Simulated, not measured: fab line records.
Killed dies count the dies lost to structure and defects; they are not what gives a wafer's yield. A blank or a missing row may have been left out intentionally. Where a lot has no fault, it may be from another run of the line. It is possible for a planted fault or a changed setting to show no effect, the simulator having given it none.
Lot-split experiment    flow n5-finfet    39 wafers read from 7 lots, route of 1938 steps

== THE SPLIT ITSELF ==
At N5_BEOL_M14_SPUTTER_43 (material TaN, target thk 15 nm, time 24.19 s), the setting target-thk-a was moved away from the recipe's 150 angstrom on 9 of the 39 wafers read, by -39.6% to +34.8%. All remaining wafers had this setting at the recipe value.

== FROM THE SPLIT TO THE READING: what the file shows between them, 4 steps ==
- N5_BEOL_M14_SPUTTER_44: material Ta, target thk 15 nm, time 24.19 s
- N5_BEOL_M14_SPUTTER_45: material Cu, target thk 100 nm, time 16.67 s
- N5_BEOL_M14_ECD_47: material Cu, target thk 1248 nm
- N5_BEOL_M14_ANNEAL_48: time 90 s

== THE READING ==
barrier-field-endpoint-s, in s, at N5_BEOL_M14_CMP_49 (polishes, stops on SiO2, t overpolish 5.2 s, target thk 560 nm). Typical for fault-free wafers on this fab line: 11.34 s, with standard deviation 0.19 s.

wafer   tool, chamber at the split  target-thk-a as run, angstrom  against the recipe  barrier-field-endpoint-s, s  against lot-mates on the recipe
L076.3  pvd-sputter-03, -           150                            recipe              11.19                        -
L076.1  pvd-sputter-03, -           150                            recipe              11.05                        -
L076.2  pvd-sputter-03, -           150                            recipe              11.18                        -
L076.4  pvd-sputter-03, -           150                            recipe              11.05                        -
L076.5  pvd-sputter-03, -           150                            recipe              11.16                        -
L076.6  pvd-sputter-03, -           150                            recipe              11.19                        -
L079.4  pvd-sputter-03, -           150                            recipe              11.52                        -
L079.1  pvd-sputter-03, -           150                            recipe              11.30                        -
L079.5  pvd-sputter-03, -           150                            recipe              11.39                        -
L084.1  pvd-sputter-02, -           150                            recipe              11.61                        -
L084.4  pvd-sputter-02, -           150                            recipe              11.49                        -
L084.2  pvd-sputter-02, -           150                            recipe              11.64                        -
L084.3  pvd-sputter-02, -           150                            recipe              11.56                        -
L084.6  pvd-sputter-02, -           150                            recipe              11.38                        -
L084.5  pvd-sputter-02, -           150                            recipe              11.39                        -
L085.4  pvd-sputter-02, -           150                            recipe              11.46                        -
L085.1  pvd-sputter-02, -           150                            recipe              11.10                        -
L085.3  pvd-sputter-02, -           202.2                          +34.8%              13.32                        +2.02
L085.2  pvd-sputter-02, -           150                            recipe              11.35                        -
L085.6  pvd-sputter-02, -           202.2                          +34.8%              13.42                        +2.12
L085.5  pvd-sputter-02, -           202.2                          +34.8%              13.17                        +1.87
L088.2  pvd-sputter-03, -           150                            recipe              11.09                        -
L088.4  pvd-sputter-03, -           150                            recipe              11.03                        -
L088.3  pvd-sputter-03, -           194.4                          +29.6%              12.82                        +1.79
L088.1  pvd-sputter-03, -           150                            recipe              10.98                        -
L088.5  pvd-sputter-03, -           194.4                          +29.6%              12.89                        +1.86
L088.6  pvd-sputter-03, -           194.4                          +29.6%              12.70                        +1.67
L092.4  pvd-sputter-03, -           150                            recipe              11.35                        -
L092.1  pvd-sputter-03, -           150                            recipe              11.18                        -
L092.3  pvd-sputter-03, -           150                            recipe              11.33                        -
L092.2  pvd-sputter-03, -           150                            recipe              11.45                        -
L092.5  pvd-sputter-03, -           150                            recipe              11.57                        -
L092.6  pvd-sputter-03, -           150                            recipe              11.21                        -
L097.1  pvd-sputter-03, -           90.59                          -39.6%              9.10                         -2.08
L097.2  pvd-sputter-03, -           150                            recipe              11.07                        -
L097.3  pvd-sputter-03, -           150                            recipe              11.16                        -
L097.4  pvd-sputter-03, -           150                            recipe              11.30                        -
L097.5  pvd-sputter-03, -           90.59                          -39.6%              9.07                         -2.11
L097.6  pvd-sputter-03, -           90.59                          -39.6%              9.02                         -2.16

THE FIT
A straight line over all 39 wafers: barrier-field-endpoint-s changes by +0.0556 s for each +1% of target-thk-a; r = +0.98; the points scatter about the line by 0.18 s.
The same after taking each lot's own level away (the mean of its wafers on the recipe; 39 wafers): +0.0561 s for each +1%; r = +0.99; scatter 0.11 s.
Per that fit: largest target-thk-a move, reading shift of 2.2 s.
From 11.033 to 11.512 s: that is the span of the lots' own levels, equal to 2.5 times the standard deviation above.
Hence the lot-to-lot level has little effect on the slope; both slopes agree.
Check: for one of the wafers moved furthest among these (-39.6%), held out of the fit, the line's prediction against its lot-mates is -2.23 s. Against them it came out at -2.08 s.

== ADDITIONAL SPLITS CARRIED BY THESE WAFERS ==
Before the reading, these wafers also passed through other splits. Each is held against what the fit with the lots' levels taken away leaves over:
other split on the same wafers  wafers away from the commonest value  r with barrier-field-endpoint-s (lot level and that fit taken away)
N5_BEOL_M12_SPUTTER_44 time-s   12                                    -0.25

== THE WHOLE CHAIN: every reading that the file lists as answering this split, in the file's order ==
step                    what it does                                                    reading                                                                             change (the file's fit)                r (the file's)
N5_BEOL_M14_SPUTTER_43  material TaN, target thk 15 nm, time 24.19 s                    TaN_of_BEOL_M14_SPUTTER_43.thk-nm (the simulator's own value, which no gauge read)  +0.151 nm for each +1% of the setting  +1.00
N5_BEOL_M14_CMP_49      polishes, stops on SiO2, t overpolish 5.2 s, target thk 560 nm  barrier-field-endpoint-s                                                            +0.0562 s for each +1% of the setting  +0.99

== THE FILE'S OWN FIT ==
barrier-field-endpoint-s changes by +0.0562 s for each +1% of target-thk-a, r = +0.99.
